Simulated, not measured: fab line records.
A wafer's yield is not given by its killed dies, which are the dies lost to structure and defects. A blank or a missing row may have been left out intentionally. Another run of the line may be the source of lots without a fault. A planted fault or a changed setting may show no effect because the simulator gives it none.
Chamber matching ; flow n5-finfet ; N5_BEOL_M7_ETCH_66 on rie-diel-03 has 4 sister chambers
The step etches SOC in N2/H2, target depth 80 nm, overetch 16 nm, time 120 s. 8 wafers are shown with their chamber, then 8 later ones without.

## WAFERS PAIRED WITH THEIR CHAMBERS
wafer;chamber;showerhead-plenum-p-Torr (Torr);throttle-valve-pct (%)
L079.2;1;2.59;17.70
L081.3;2;2.50;18.28
L081.5;2;2.50;18.28
L082.5;3;2.61;17.63
L084.2;0;2.42;18.19
L084.5;3;2.61;17.61
L084.6;1;2.59;17.71
L087.1;0;2.41;18.23

## WAFERS MISSING THEIR CHAMBER
wafer;showerhead-plenum-p-Torr (Torr);throttle-valve-pct (%)
L087.2;2.60;17.66
L087.5;2.41;18.24
L093.3;2.60;17.68
L093.4;2.60;17.67
L093.6;2.49;17.84
L095.3;2.49;17.86
L095.5;2.49;17.85
L095.6;2.59;17.69

## EACH ONE'S CHAMBER
wafer;from the rows above;in truth
L087.2;can't be placed: 3 or 1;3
L087.5;0;0
L093.3;can't be placed: 1 or 3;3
L093.4;can't be placed: 1 or 3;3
L093.6;2;2
L095.3;2;2
L095.5;2;2
L095.6;1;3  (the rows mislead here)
Correctly placed: 4 of 8. These rows do not allow placing 3 (true chamber among the candidates in 3). Placed wrongly: 1.
How it was worked out, from the rows above alone: a wafer's distance from a chamber is the root of the sum, over the readings, of the square of ((its reading less the chamber's mean) divided by the reading's scatter). If the next closest chamber is less than 2 further off than the closest, the wafer can't be placed; otherwise it belongs to the closest. A chamber's mean is the mean of its shown wafers. The scatter is the square root of a quotient: the sum, over the shown wafers, of each reading's squared deviation from its chamber's mean, divided by wafers minus chambers.
